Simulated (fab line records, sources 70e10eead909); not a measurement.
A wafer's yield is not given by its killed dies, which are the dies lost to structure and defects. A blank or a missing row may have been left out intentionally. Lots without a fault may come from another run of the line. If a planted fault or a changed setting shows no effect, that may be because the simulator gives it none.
One fault through the eyes of 2 desks / flow nand-harc / each desk holds nothing but its own numbers, with what lay behind them at the end

== THE TOOL OWNER'S DESK: litho-track-04 ==
The tool's own readings at NHARC_A_BLC_PEB_08 (peb time 65 s): means of the sampled wafers that have a number, for each lot that ran on this tool. If a lot's mean is further than 4 standard deviations from the usual mean, the lot is out of limits and carries the mark OUT (the distance appears in the brackets).
Columns: A = heater-power-total-W at NHARC_A_BLC_PEB_08, usual 156.6 W
lot=L573; first seen here=day 22 05:18; A=156.3
lot=L574; first seen here=day 22 06:41; A=156.7
lot=L575; first seen here=day 23 13:40; A=156.4
lot=L576; first seen here=day 23 17:35; A=156.9
lot=L579; first seen here=day 25 01:42; A=156.9
lot=L580; first seen here=day 25 17:17; A=156.5
lot=L581; first seen here=day 25 18:26; A=156.5
lot=L582; first seen here=day 25 22:11; A=156.6
lot=L583; first seen here=day 26 04:24; A=156.3
lot=L591; first seen here=day 30 01:52; A=156.5
This desk's finding: nothing out of limits on any of the 10 lots.

== THE METROLOGY DESK ==
What the gauges read for every lot (on any tool): the sampled wafers with a number, averaged. If a lot's mean is further than 4 standard deviations from the usual mean, the lot is out of limits and carries the mark OUT (the distance appears in the brackets).
Columns: A = cd-nm at NHARC_A_BLC_CD_MEAS_10, usual 100.0 nm; B = overlay-x-nm at NHARC_A_BLC_OVL_MEAS_11, usual -0.1 nm; C = overlay-y-nm at NHARC_A_BLC_OVL_MEAS_11, usual 0.0 nm
lot=L573; first seen here=day 22 05:23; A=99.9; B=-1.1; C=0.4
lot=L574; first seen here=day 22 06:46; A=99.6; B=-0.1; C=-0.4
lot=L575; first seen here=day 23 13:45; A=99.8; B=-1.0; C=0.4
lot=L576; first seen here=day 23 17:40; A=100.1; B=-0.4; C=0.6
lot=L579; first seen here=day 25 01:47; A=100.3; B=-0.5; C=0.5
lot=L580; first seen here=day 25 17:22; A=100.2; B=0.2; C=-1.3
lot=L581; first seen here=day 25 18:31; A=102.5 (+5.6) OUT; B=-0.1; C=-0.3
lot=L582; first seen here=day 25 22:16; A=105.7 (+13) OUT; B=0.4; C=0.9
lot=L583; first seen here=day 26 04:29; A=101.7; B=-0.9; C=-0.1
lot=L592; first seen here=day 30 00:45; A=100.2; B=-0.3; C=0.1
lot=L591; first seen here=day 30 01:57; A=100.2; B=-0.3; C=0.7
lot=L593; first seen here=day 31 07:36; A=99.6; B=0.2; C=0.0
Finding of this desk: L581, L582 out of limits; the first was L581 at day 25 18:31, on cd-nm at NHARC_A_BLC_CD_MEAS_10. L573, L574, L575, L576, L579, L580, L583, L592, L591, L593 stayed within limits.

== TAKEN TOGETHER ==
At day 25 18:31 the metrology desk could have sounded an alarm, on L581, L582.
The desk of the tool owner found nothing out of limits.
The tool owner's desk has L581, L582 on record, within its limits.
Every lot named ran NHARC_A_BLC_PEB_08 on litho-track-04.

== WHAT THE SIMULATOR PUT IN ==
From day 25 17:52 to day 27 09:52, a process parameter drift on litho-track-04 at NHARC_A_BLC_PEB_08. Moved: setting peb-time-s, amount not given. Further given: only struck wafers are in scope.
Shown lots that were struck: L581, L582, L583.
Delay in hours, fault start to first out-of-limits reading, per desk: metrology desk 1.
